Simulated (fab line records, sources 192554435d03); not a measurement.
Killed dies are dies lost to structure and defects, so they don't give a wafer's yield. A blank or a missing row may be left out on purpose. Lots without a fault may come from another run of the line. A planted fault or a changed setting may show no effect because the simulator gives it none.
Split-lot experiment | flow n5_finfet | 7 lots, 21 wafers read, on a route of 1938 steps

THE SPLIT
At N5_BEOL_M3_COAT_73 (time 60 s, resist thk 5 nm), the setting spin_rpm was moved away from the recipe's 1500 rpm on 4 of the 21 wafers read, by -4.8% to +9.5%. The other wafers ran this setting at the recipe's value.

FROM THE SPLIT TO THE READING: what the file shows between them, 4 steps
- N5_BEOL_M3_COAT_05: resist thk 30 nm (also split here: spin_rpm)
- N5_BEOL_M3_EBR_07
- N5_BEOL_M3_SOFTBAKE_06: time 60 s
- N5_BEOL_M3_DESCUM_16: chemistry O2, time 7 s

THE READING
etch.depth_nm (the simulator's own value, which no gauge read), in nm, at N5_BEOL_M3_ETCH_74 (etches underlayer in N2/H2, target depth 6.5 nm, time 5.2 s). The file gives no usual value for it. The 17 wafers here that ran the recipe average 4.992 nm, standard deviation 0.012 nm.

wafer  | tool, chamber at the split | spin_rpm as run, rpm | against the recipe | etch.depth_nm, nm | against lot-mates on the recipe
L074.1 | litho_track-03, 0          | 1500                 | recipe             | 5.012             | -
L074.2 | litho_track-03, 0          | 1500                 | recipe             | 4.999             | -
L074.4 | litho_track-03, 0          | 1643                 | +9.5%              | 4.782             | -0.223
L081.2 | litho_track-04, 0          | 1500                 | recipe             | 4.995             | -
L081.3 | litho_track-04, 0          | 1500                 | recipe             | 4.995             | -
L081.5 | litho_track-04, 0          | 1500                 | recipe             | 4.995             | -
L088.2 | litho_track-01, 0          | 1500                 | recipe             | 5.004             | -
L088.3 | litho_track-01, 0          | 1500                 | recipe             | 4.986             | -
L088.6 | litho_track-01, 0          | 1500                 | recipe             | 4.996             | -
L089.2 | litho_track-04, 0          | 1428                 | -4.8%              | 5.126             | +0.129
L089.3 | litho_track-04, 0          | 1500                 | recipe             | 4.998             | -
L089.4 | litho_track-04, 0          | 1500                 | recipe             | 4.996             | -
L091.2 | litho_track-03, 0          | 1500                 | recipe             | 4.967             | -
L091.4 | litho_track-03, 0          | 1500                 | recipe             | 4.963             | -
L091.5 | litho_track-03, 0          | 1500                 | recipe             | 4.983             | -
L094.1 | litho_track-04, 0          | 1624                 | +8.3%              | 4.797             | -0.192
L094.4 | litho_track-04, 0          | 1500                 | recipe             | 4.989             | -
L094.6 | litho_track-04, 0          | 1624                 | +8.3%              | 4.805             | -0.184
L096.1 | litho_track-03, 0          | 1500                 | recipe             | 4.989             | -
L096.4 | litho_track-03, 0          | 1500                 | recipe             | 4.993             | -
L096.6 | litho_track-03, 0          | 1500                 | recipe             | 5.003             | -

THE FIT
A straight line over all 21 wafers: etch.depth_nm changes by -0.0233 nm for each +1% of spin_rpm; r = -0.99; the points scatter about the line by 0.013 nm.
The same after taking each lot's own level away (the mean of its wafers on the recipe; 21 wafers): -0.0235 nm for each +1%; r = -1.00; scatter 0.0069 nm.
On that fit, the largest move of spin_rpm shifts the reading by 0.22 nm.
The lots' own levels span 4.9710 to 5.0055 nm, that is 2.9 times the standard deviation above.
So the lot-to-lot level changes the slope little: the two slopes agree.
Check: with one of the wafers moved furthest among these (+9.5%) left out of the fit, the line predicts -0.222 nm for it against its lot-mates. It came out at -0.223 nm against them.

OTHER SPLITS ON THESE WAFERS
These wafers also went through other splits before the reading. Each is held against what the fit with the lots' levels taken away leaves over:
other split on the same wafers   | wafers away from the commonest value | r with etch.depth_nm (lot level and that fit taken away)
N5_BEOL_M1_EXPOSE_08 dose_mj     | 6                                    | +0.46
N5_BEOL_M2_ETCH_69 bias_w        | 4                                    | -0.14
N5_BEOL_M2_TRENCH_ETCH_37 time_s | 4                                    | +0.20
N5_BEOL_M3_COAT_05 spin_rpm      | 10                                   | +0.22

THE FILE'S OWN FIT
etch.depth_nm changes by -0.0236 nm for each +1% of spin_rpm, r = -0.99.
